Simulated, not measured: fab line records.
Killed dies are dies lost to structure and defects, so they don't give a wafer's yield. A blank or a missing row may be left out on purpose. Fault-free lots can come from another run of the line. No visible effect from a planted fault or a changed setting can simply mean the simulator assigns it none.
fab line records :: flow nandHarc
[record]
  lots = 5
  wafers = 15
  lastDay = 33
route steps=1302 shown P_ZERO_WELL@44 END@1302
lots untouched by any fault: they come from a run of this same line in which no faults occurred
startH: start of the lot's first displayed wafer, in hours after the record's first day :: waitH: hours elapsed since this lot's preceding step :: " as in the row above :: L1.1+2: a single row standing in for several wafers :: - no value present, or no start provided :: * or withheld: withheld :: < > ~ a bound
route shown NAME@n: a module of which the file shows steps, and the number in the route of the first :: usual: mean/standard deviation of fault-free wafers :: same: alike in all rows :: chamber/n: place in a boat :: sites: each site's reading :: _std_site: how widely they spread, as a standard deviation :: _edge_site: mean of outer sites minus mean of inner sites :: radiusMm: how far each site lies from the wafer's centre :: mask NAME#n: copy n :: behind: the tool/chamber that last shaped the wafer :: hold: the reason the lot was held/the length of the hold in hours/how it ended :: device: names the non-switching transistor (n, p or np) :: end of line: tests of these same wafers at the route's end :: step lacking rows: just its recipe :: killed: dies lost to structure and defects at the first sort, not the wafer's yield :: map: dies across one wafer; x = killed, . = not, _ = none there
set.NAME: the setting that was run; set.NAME@STEP: the one run at that earlier step :: model.NAME: the simulator's own value behind a step, which no gauge read
lots at selected steps of the route; one table per step, one row per wafer
services: from which hour (startH, from the record's first day; less than 0 if before it) a tool's chamber was out of use, for how many hours, and why
[[steps]]
[step NHARC_P_ZERO_WELL_CD_MEAS_37]
[recipe]
  targetCdNm = 720
  landingEnergyEv = 500
[usual]
  cdNm = 718.9/2.6
lot.wafer: L791.1
tool: cdSem-02
chamber: 0
startH: 114.10
waitH: -
cdNm: 715.4

lot.wafer: L791.2
tool: cdSem-02
chamber: 0
startH: 114.10
waitH: -
cdNm: 718.7

lot.wafer: L791.5
tool: cdSem-02
chamber: 0
startH: 114.10
waitH: -
cdNm: 719.9

lot.wafer: L793.1
tool: cdSem-02
chamber: 0
startH: 134.09
waitH: -
cdNm: 715.4

lot.wafer: L793.3
tool: cdSem-02
chamber: 0
startH: 134.09
waitH: -
cdNm: 715.7

lot.wafer: L793.4
tool: cdSem-02
chamber: 0
startH: 134.09
waitH: -
cdNm: 717.8

lot.wafer: L794.3
tool: cdSem-01
chamber: 0
startH: 144.25
waitH: -
cdNm: 721.4

lot.wafer: L794.4
tool: cdSem-01
chamber: 0
startH: 144.25
waitH: -
cdNm: 721.0

lot.wafer: L794.5
tool: cdSem-01
chamber: 0
startH: 144.25
waitH: -
cdNm: 718.7

lot.wafer: L797.1
tool: cdSem-03
chamber: 0
startH: 174.12
waitH: -
cdNm: 719.0

lot.wafer: L797.2
tool: cdSem-03
chamber: 0
startH: 174.12
waitH: -
cdNm: 718.7

lot.wafer: L797.3
tool: cdSem-03
chamber: 0
startH: 174.12
waitH: -
cdNm: 721.5

lot.wafer: L805.1
tool: cdSem-02
chamber: 0
startH: 254.23
waitH: -
cdNm: 722.2

lot.wafer: L805.2
tool: cdSem-02
chamber: 0
startH: 254.23
waitH: -
cdNm: 720.4

lot.wafer: L805.6
tool: cdSem-02
chamber: 0
startH: 254.23
waitH: -
cdNm: 720.5
[step NHARC_P_ZERO_WELL_HARDBAKE_38]
[recipe]
  tempC = 125
  timeS = 80
[step NHARC_P_ZERO_WELL_DESCUM_39]
[recipe]
  timeS = 3
  o2FlowSccm = 200
  arFlowSccm = 0
  biasPowerW = 0
  chemistry = O2
[usual]
  drypumpMotorCurrentA = 5.8/0.4
  oesProductAu = 1.004/0.012
  rfVppV = 57.8/0.89
  showerheadPlenumPTorr = 1.90/0.099
  throttleValvePct = 11.311/0.0088
lot.wafer: L791.2
tool: rieDiel-01
chamber: 2
startH: 114.26
waitH: -
drypumpMotorCurrentA: 5.9
oesProductAu: 0.983
rfHoursCounterH: 27
rfVppV: 58.2
showerheadPlenumPTorr: 1.77
throttleValvePct: 11.322

lot.wafer: L791.1
tool: rieDiel-01
chamber: 0
startH: 114.26
waitH: -
drypumpMotorCurrentA: 4.7
oesProductAu: 1.014
rfHoursCounterH: 35
rfVppV: 59.8
showerheadPlenumPTorr: 1.94
throttleValvePct: 11.317

lot.wafer: L791.5
tool: rieDiel-01
chamber: 3
startH: 114.26
waitH: -
drypumpMotorCurrentA: 5.7
oesProductAu: 0.998
rfHoursCounterH: -
rfVppV: 58.2
showerheadPlenumPTorr: 2.07
throttleValvePct: 11.319

lot.wafer: L793.3
tool: rieDiel-01
chamber: 0
startH: 134.26
waitH: -
drypumpMotorCurrentA: 4.7
oesProductAu: 1.010
rfHoursCounterH: 38
rfVppV: 58.3
showerheadPlenumPTorr: 1.94
throttleValvePct: 11.312

lot.wafer: L793.4
tool: rieDiel-01
chamber: 1
startH: 134.26
waitH: -
drypumpMotorCurrentA: 6.1
oesProductAu: 0.996
rfHoursCounterH: 31
rfVppV: 56.1
showerheadPlenumPTorr: 1.91
throttleValvePct: 11.312

lot.wafer: L793.1
tool: rieDiel-01
chamber: 3
startH: 134.26
waitH: -
drypumpMotorCurrentA: 5.6
oesProductAu: 0.985
rfHoursCounterH: 27
rfVppV: 59.1
showerheadPlenumPTorr: 2.07
throttleValvePct: 11.301

lot.wafer: L794.4
tool: rieDiel-01
chamber: 1
startH: 144.41
waitH: -
drypumpMotorCurrentA: 6.1
oesProductAu: 1.023
rfHoursCounterH: 34
rfVppV: 57.8
showerheadPlenumPTorr: 1.91
throttleValvePct: 11.297

lot.wafer: L794.3
tool: rieDiel-01
chamber: 2
startH: 144.41
waitH: -
drypumpMotorCurrentA: 5.9
oesProductAu: 0.989
rfHoursCounterH: 33
rfVppV: 57.8
showerheadPlenumPTorr: 1.76
throttleValvePct: 11.309

lot.wafer: L794.5
tool: rieDiel-01
chamber: 1
startH: 144.41
waitH: -
drypumpMotorCurrentA: 6.1
oesProductAu: 1.008
rfHoursCounterH: -
rfVppV: 57.8
showerheadPlenumPTorr: 1.91
throttleValvePct: 11.298

lot.wafer: L797.1
tool: rieDiel-02
chamber: 2
startH: 174.28
waitH: -
drypumpMotorCurrentA: 6.1
oesProductAu: 1.019
rfHoursCounterH: 44
rfVppV: 57.0
showerheadPlenumPTorr: 1.82
throttleValvePct: 11.296

lot.wafer: L797.3
tool: rieDiel-02
chamber: 3
startH: 174.28
waitH: -
drypumpMotorCurrentA: 5.5
oesProductAu: 1.025
rfHoursCounterH: 38
rfVppV: 57.1
showerheadPlenumPTorr: 1.77
throttleValvePct: 11.312

lot.wafer: L797.2
tool: rieDiel-02
chamber: 1
startH: 174.28
waitH: -
drypumpMotorCurrentA: 6.2
oesProductAu: 0.997
rfHoursCounterH: 47
rfVppV: 57.3
showerheadPlenumPTorr: 1.94
throttleValvePct: 11.313

lot.wafer: L805.2
tool: rieDiel-01
chamber: 2
startH: 254.40
waitH: -
drypumpMotorCurrentA: 5.8
oesProductAu: 0.992
rfHoursCounterH: 16
rfVppV: 57.3
showerheadPlenumPTorr: 2.07
throttleValvePct: 11.310

lot.wafer: L805.1
tool: rieDiel-01
chamber: 0
startH: 254.40
waitH: -
drypumpMotorCurrentA: 4.8
oesProductAu: 1.010
rfHoursCounterH: 15
rfVppV: 57.6
showerheadPlenumPTorr: 1.93
throttleValvePct: 11.298

lot.wafer: L805.6
tool: rieDiel-01
chamber: 2
startH: 254.40
waitH: -
drypumpMotorCurrentA: 5.8
oesProductAu: 1.002
rfHoursCounterH: -
rfVppV: 58.9
showerheadPlenumPTorr: 2.07
throttleValvePct: 11.305
[step NHARC_P_ZERO_WELL_IMPLANT_40]
[recipe]
  energyKev = 300
  doseCm2 = 1e+13
  tiltDeg = 7
[step NHARC_P_ZERO_WELL_IMPLANT_59]
[recipe]
  energyKev = 120
  doseCm2 = 5e+12
  tiltDeg = 7
[step NHARC_P_ZERO_WELL_IMPLANT_60]
[recipe]
  energyKev = 30
  doseCm2 = 2e+12
  tiltDeg = 7
[step NHARC_P_ZERO_WELL_STRIP_41]
[recipe]
  timeS = 840
  tempC = 130
  chemistry = SPM
[step NHARC_P_ZERO_WELL_DEHYDRATE_44]
[recipe]
  tempC = 150
  timeS = 120
[step NHARC_P_ZERO_WELL_HMDS_45]
[recipe]
  timeS = 30
[step NHARC_P_ZERO_WELL_COAT_46]
[recipe]
  spinRpm = withheld
[step NHARC_P_ZERO_WELL_SOFTBAKE_47]
[recipe]
  tempC = 122
  timeS = 95
[step NHARC_P_ZERO_WELL_EBR_48]
[step NHARC_P_ZERO_WELL_EXPOSE_49]
[recipe]
  na = 0.6
  targetCdNm = 2000
  doseMj = 22.64
  maskId = P_HVPW
[usual]
  reticleTempC = 23.00/0.11
lot.wafer: L791.1
tool: krfScanner-04
chamber: 0
startH: 115.58
waitH: -
mask: P_HVPW#0
reticleTempC: 23.00

lot.wafer: L791.2
tool: krfScanner-04
chamber: 0
startH: 115.58
waitH: -
mask: P_HVPW#0
reticleTempC: 23.02

lot.wafer: L791.5
tool: krfScanner-04
chamber: 0
startH: 115.58
waitH: -
mask: P_HVPW#0
reticleTempC: 23.03

lot.wafer: L793.1
tool: krfScanner-03
chamber: 0
startH: 135.45
waitH: -
mask: P_HVPW#0
reticleTempC: 23.01

lot.wafer: L793.3
tool: krfScanner-03
chamber: 0
startH: 135.45
waitH: -
mask: P_HVPW#0
reticleTempC: 23.11

lot.wafer: L793.4
tool: krfScanner-03
chamber: 0
startH: 135.45
waitH: -
mask: P_HVPW#0
reticleTempC: 22.90

lot.wafer: L794.3
tool: krfScanner-03
chamber: 0
startH: 145.62
waitH: -
mask: P_HVPW_R1#0
reticleTempC: 22.94

lot.wafer: L794.4
tool: krfScanner-03
chamber: 0
startH: 145.62
waitH: -
mask: P_HVPW_R1#0
reticleTempC: 23.15

lot.wafer: L794.5
tool: krfScanner-03
chamber: 0
startH: 145.62
waitH: -
mask: P_HVPW_R1#0
reticleTempC: 23.21

lot.wafer: L797.1
tool: krfScanner-04
chamber: 0
startH: 175.62
waitH: -
mask: P_HVPW#0
reticleTempC: 22.89

lot.wafer: L797.2
tool: krfScanner-04
chamber: 0
startH: 175.62
waitH: -
mask: P_HVPW#0
reticleTempC: 23.04

lot.wafer: L797.3
tool: krfScanner-04
chamber: 0
startH: 175.62
waitH: -
mask: P_HVPW#0
reticleTempC: 23.05

lot.wafer: L805.1
tool: krfScanner-03
chamber: 0
startH: 255.71
waitH: -
mask: P_HVPW#0
reticleTempC: 22.94

lot.wafer: L805.2
tool: krfScanner-03
chamber: 0
startH: 255.71
waitH: -
mask: P_HVPW#0
reticleTempC: 23.25

lot.wafer: L805.6
tool: krfScanner-03
chamber: 0
startH: 255.71
waitH: -
mask: P_HVPW#0
reticleTempC: 23.16
[step NHARC_P_ZERO_WELL_PEB_50]
[recipe]
  pebTempC = 118
  pebTimeS = 85
[step NHARC_P_ZERO_WELL_DEVELOP_51]
[recipe]
  timeS = 70
[step NHARC_P_ZERO_WELL_CD_MEAS_52]
[recipe]
  targetCdNm = 2000
  landingEnergyEv = 500
[usual]
  cdNm = 1999.6/2.1
lot.wafer: L791.1
tool: cdSem-01
chamber: 0
startH: 115.74
waitH: -
cdNm: 1997.8

lot.wafer: L791.2
tool: cdSem-01
chamber: 0
startH: 115.74
waitH: -
cdNm: 1999.9

lot.wafer: L791.5
tool: cdSem-01
chamber: 0
startH: 115.74
waitH: -
cdNm: 1999.1

lot.wafer: L793.1
tool: cdSem-01
chamber: 0
startH: 135.61
waitH: -
cdNm: 1995.7

lot.wafer: L793.3
tool: cdSem-01
chamber: 0
startH: 135.61
waitH: -
cdNm: 1995.3

lot.wafer: L793.4
tool: cdSem-01
chamber: 0
startH: 135.61
waitH: -
cdNm: 1997.9

lot.wafer: L794.3
tool: cdSem-03
chamber: 0
startH: 145.77
waitH: -
cdNm: 1799.7

lot.wafer: L794.4
tool: cdSem-03
chamber: 0
startH: 145.77
waitH: -
cdNm: 1800.1

lot.wafer: L794.5
tool: cdSem-03
chamber: 0
startH: 145.77
waitH: -
cdNm: 1796.0

lot.wafer: L797.1
tool: cdSem-02
chamber: 0
startH: 175.77
waitH: -
cdNm: 1998.1

lot.wafer: L797.2
tool: cdSem-02
chamber: 0
startH: 175.77
waitH: -
cdNm: 1999.0

lot.wafer: L797.3
tool: cdSem-02
chamber: 0
startH: 175.77
waitH: -
cdNm: 1999.4

lot.wafer: L805.1
tool: cdSem-02
chamber: 0
startH: 255.87
waitH: -
cdNm: 1999.6

lot.wafer: L805.2
tool: cdSem-02
chamber: 0
startH: 255.87
waitH: -
cdNm: 1998.6

lot.wafer: L805.6
tool: cdSem-02
chamber: 0
startH: 255.87
waitH: -
cdNm: 1999.4
[step NHARC_P_ZERO_WELL_HARDBAKE_53]
[recipe]
  tempC = 125
  timeS = 80
[step NHARC_P_ZERO_WELL_DESCUM_54]
[recipe]
  timeS = 3
  o2FlowSccm = 200
  arFlowSccm = 0
  biasPowerW = 0
  chemistry = O2
[usual]
  drypumpMotorCurrentA = 5.7/0.4
  oesProductAu = 1.004/0.013
  rfVppV = 57.9/0.92
  showerheadPlenumPTorr = 1.91/0.1
  throttleValvePct = 11.311/0.0091
lot.wafer: L791.1
tool: rieDiel-10
chamber: 1
startH: 115.90
waitH: -
drypumpMotorCurrentA: 5.7
oesProductAu: 1.019
rfHoursCounterH: 14
rfVppV: 59.4
showerheadPlenumPTorr: 1.96
throttleValvePct: 11.309
model.P_ZERO_WELL.cdNm: 1997

lot.wafer: L791.2
tool: rieDiel-10
chamber: 2
startH: 115.90
waitH: -
drypumpMotorCurrentA: 5.4
oesProductAu: 0.999
rfHoursCounterH: 15
rfVppV: 57.9
showerheadPlenumPTorr: 1.80
throttleValvePct: 11.313
model.P_ZERO_WELL.cdNm: 1999

lot.wafer: L791.5
tool: rieDiel-10
chamber: 2
startH: 115.90
waitH: -
drypumpMotorCurrentA: 5.4
oesProductAu: 1.004
rfHoursCounterH: -
rfVppV: 56.2
showerheadPlenumPTorr: 1.80
throttleValvePct: 11.319
model.P_ZERO_WELL.cdNm: 1998

lot.wafer: L793.1
tool: rieDiel-01
chamber: 0
startH: 135.78
waitH: -
drypumpMotorCurrentA: 4.7
oesProductAu: 1.001
rfHoursCounterH: 39
rfVppV: 57.5
showerheadPlenumPTorr: 1.94
throttleValvePct: 11.308
model.P_ZERO_WELL.cdNm: 1995

lot.wafer: L793.3
tool: rieDiel-01
chamber: 1
startH: 135.78
waitH: -
drypumpMotorCurrentA: 6.1
oesProductAu: 1.017
rfHoursCounterH: 32
rfVppV: 56.2
showerheadPlenumPTorr: 1.91
throttleValvePct: 11.311
model.P_ZERO_WELL.cdNm: 1995

lot.wafer: L793.4
tool: rieDiel-01
chamber: 2
startH: 135.78
waitH: -
drypumpMotorCurrentA: 5.8
oesProductAu: 0.979
rfHoursCounterH: 31
rfVppV: 56.8
showerheadPlenumPTorr: 1.77
throttleValvePct: 11.321
model.P_ZERO_WELL.cdNm: 1997

lot.wafer: L794.3
tool: rieDiel-01
chamber: 0
startH: 145.93
waitH: -
drypumpMotorCurrentA: 4.7
oesProductAu: 0.997
rfHoursCounterH: 41
rfVppV: 58.7
showerheadPlenumPTorr: 1.94
throttleValvePct: 11.299
model.P_ZERO_WELL.cdNm: 1799

lot.wafer: L794.4
tool: rieDiel-01
chamber: 1
startH: 145.93
waitH: -
drypumpMotorCurrentA: 6.1
oesProductAu: 1.007
rfHoursCounterH: 34
rfVppV: 57.1
showerheadPlenumPTorr: 1.91
throttleValvePct: 11.308
model.P_ZERO_WELL.cdNm: 1800

lot.wafer: L794.5
tool: rieDiel-01
chamber: 3
startH: 145.93
waitH: -
drypumpMotorCurrentA: 5.6
oesProductAu: 0.987
rfHoursCounterH: -
rfVppV: 57.5
showerheadPlenumPTorr: 2.07
throttleValvePct: 11.318
model.P_ZERO_WELL.cdNm: 1796

lot.wafer: L797.2
tool: rieDiel-10
chamber: 2
startH: 175.95
waitH: -
drypumpMotorCurrentA: 5.4
oesProductAu: 1.015
rfHoursCounterH: 37
rfVppV: 57.6
showerheadPlenumPTorr: 1.79
throttleValvePct: 11.305
model.P_ZERO_WELL.cdNm: 1998

lot.wafer: L797.3
tool: rieDiel-10
chamber: 3
startH: 175.95
waitH: -
drypumpMotorCurrentA: 5.9
oesProductAu: 1.008
rfHoursCounterH: 38
rfVppV: 58.1
showerheadPlenumPTorr: 2.00
throttleValvePct: 11.321
model.P_ZERO_WELL.cdNm: 1999

lot.wafer: L797.1
tool: rieDiel-10
chamber: 0
startH: 175.95
waitH: -
drypumpMotorCurrentA: 5.4
oesProductAu: 1.019
rfHoursCounterH: 33
rfVppV: 56.5
showerheadPlenumPTorr: 1.76
throttleValvePct: 11.316
model.P_ZERO_WELL.cdNm: 1997

lot.wafer: L805.1
tool: rieDiel-01
chamber: 2
startH: 256.04
waitH: -
drypumpMotorCurrentA: 5.9
oesProductAu: 0.994
rfHoursCounterH: 17
rfVppV: 57.9
showerheadPlenumPTorr: 2.07
throttleValvePct: 11.324
model.P_ZERO_WELL.cdNm: 2000

lot.wafer: L805.2
tool: rieDiel-01
chamber: 0
startH: 256.04
waitH: -
drypumpMotorCurrentA: 4.7
oesProductAu: 0.998
rfHoursCounterH: 16
rfVppV: 57.7
showerheadPlenumPTorr: 1.93
throttleValvePct: 11.300
model.P_ZERO_WELL.cdNm: 1998

lot.wafer: L805.6
tool: rieDiel-01
chamber: 1
startH: 256.04
waitH: -
drypumpMotorCurrentA: 6.1
oesProductAu: 1.025
rfHoursCounterH: -
rfVppV: 57.3
showerheadPlenumPTorr: 1.90
throttleValvePct: 11.307
model.P_ZERO_WELL.cdNm: 2000
[step NHARC_P_ZERO_WELL_IMPLANT_55]
[recipe]
  energyKev = 180
  doseCm2 = 8e+11
  tiltDeg = 7
[step NHARC_END_SORT_01]
[recipe]
  tempC = 25
[usual]
  killedAtArray = 58/22
  killedAtOther = 1.0/1.3
  killedAtPeriphery = 5/3.4
  killedDies = 64/22
  killedOpen = 3.6/1.8
  killedShort = 2.4/1.7
[same]
  grossDies = 677
lot.wafer: L794.3
tool: prober-01
chamber: 0
startH: 678.95
waitH: 3.0
killedAtArray: 23
killedAtOther: 0
killedAtPeriphery: 7
killedDies: 30
killedOpen: 4
killedShort: 4

lot.wafer: L794.4
tool: prober-01
chamber: 0
startH: 679.74
waitH: 3.3
killedAtArray: 24
killedAtOther: 0
killedAtPeriphery: 12
killedDies: 36
killedOpen: 6
killedShort: 5

lot.wafer: L794.5
tool: prober-01
chamber: 0
startH: 680.52
waitH: 3.6
killedAtArray: 22
killedAtOther: 0
killedAtPeriphery: 11
killedDies: 33
killedOpen: 4
killedShort: 1
// killed by level:class
L794.3 A_CHANNEL_HOLE_D1:chamberFilmFlake=7 P_ZERO_WELL:areaExpose=4 A_CONTACT:chamberFilmFlake=3 A_M0:chamberFilmFlake=3 P_GATE:geometricParticle:open=1 P_CONTACT:geometricParticle:open=1 A_CHANNEL_FILL_D1:geometricParticle:short=1 A_ONON_D2:geometricParticle:short=1
L794.4 P_ZERO_WELL:areaExpose=7 A_CHANNEL_HOLE_D1:chamberFilmFlake=5 A_CONTACT:chamberFilmFlake=4 A_STAIRCASE:chamberFilmFlake=2 A_SLIT:chamberFilmFlake=2 A_M0:chamberFilmFlake=2 P_GATE:geometricParticle:short=1 P_GATE:geometricParticle:open=1
L794.5 A_CHANNEL_HOLE_D1:chamberFilmFlake=9 P_ZERO_WELL:areaExpose=9 A_SLIT:chamberFilmFlake=5 A_CONTACT:chamberFilmFlake=2 P_CONTACT:geometricParticle:open=1 P_M1:geometricParticle:open=1 A_DECK1_JOINT:geometricParticle:short=1 A_WL_FILL:geometricParticle:open=1
[[services]]
tool: rieDiel-01
chamber: 1
startH: 98.51
hours: 6.8
kind: repair

tool: rieDiel-01
chamber: 0
startH: 109.54
hours: -
kind: clean

tool: rieDiel-01
chamber: 1
startH: 109.54
hours: -
kind: clean

tool: rieDiel-01
chamber: 2
startH: 109.54
hours: -
kind: clean

tool: rieDiel-01
chamber: 3
startH: 109.54
hours: -
kind: clean

tool: rieDiel-01
chamber: 0
startH: 134.04
hours: -
kind: clean

tool: rieDiel-01
chamber: 1
startH: 134.04
hours: -
kind: clean

tool: rieDiel-01
chamber: 2
startH: 134.04
hours: -
kind: clean

tool: rieDiel-01
chamber: 3
startH: 134.04
hours: -
kind: clean

tool: krfScanner-04
chamber: -
startH: 147.65
hours: 2.0
kind: repair

tool: rieDiel-01
chamber: 0
startH: 158.56
hours: -
kind: clean

tool: rieDiel-01
chamber: 1
startH: 158.56
hours: -
kind: clean

tool: rieDiel-01
chamber: 2
startH: 158.56
hours: -
kind: clean

tool: rieDiel-01
chamber: 3
startH: 158.56
hours: -
kind: clean

tool: rieDiel-01
chamber: 3
startH: 163.66
hours: 8.1
kind: repair

tool: krfScanner-04
chamber: -
startH: 182.00
hours: 4.0
kind: pm

tool: krfScanner-04
chamber: -
startH: 199.06
hours: 1.9
kind: repair

tool: rieDiel-01
chamber: -
startH: 203.96
hours: 9.0
kind: pm

tool: rieDiel-02
chamber: 1
startH: 214.91
hours: 6.9
kind: repair

tool: rieDiel-02
chamber: -
startH: 216.71
hours: 9.0
kind: pm

tool: rieDiel-10
chamber: 3
startH: 222.64
hours: 34.8
kind: repair

tool: krfScanner-03
chamber: -
startH: 224.00
hours: 4.0
kind: pm

tool: krfScanner-04
chamber: -
startH: 239.83
hours: 1.5
kind: repair

tool: rieDiel-10
chamber: -
startH: 245.94
hours: 9.0
kind: pm
[[key]]
[firstSign]
  step = NHARC_P_ZERO_WELL_EXPOSE_49
  reading = mask
  direction = changed
[effect]
  step = NHARC_P_ZERO_WELL_CD_MEAS_52
  reading = cdNm
  direction = down
  sigmas = 95
  usual = 1999.6
  struck = 1798.6
[modelEffect]
  step = NHARC_P_ZERO_WELL_DESCUM_54
  value = P_ZERO_WELL.cdNm
  without = 1996
  struck = 1798
metAt NHARC_P_ZERO_WELL_EXPOSE_49
struckWafers L794.3,L794.4,L794.5
testerLeftOut L794
onsetBetween 135.45 145.62
[fault]
  kind = wrongMask
  tool = any
  chamber = -
  onsetH = 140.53
  steps = NHARC_P_ZERO_WELL_EXPOSE_49
  auxCopy = P_HVPW_R1#0
  cdOffsetNm = -197.62
  scope = struckLotsOnly
// testerLeftOut: of these lots the tester's yield and bins aren't shown, on N5 and GAA mostly nor the transistor test; their killed dies are dies lost to structure and defects alone, not to doping, threshold or leakage, so they don't give the yield
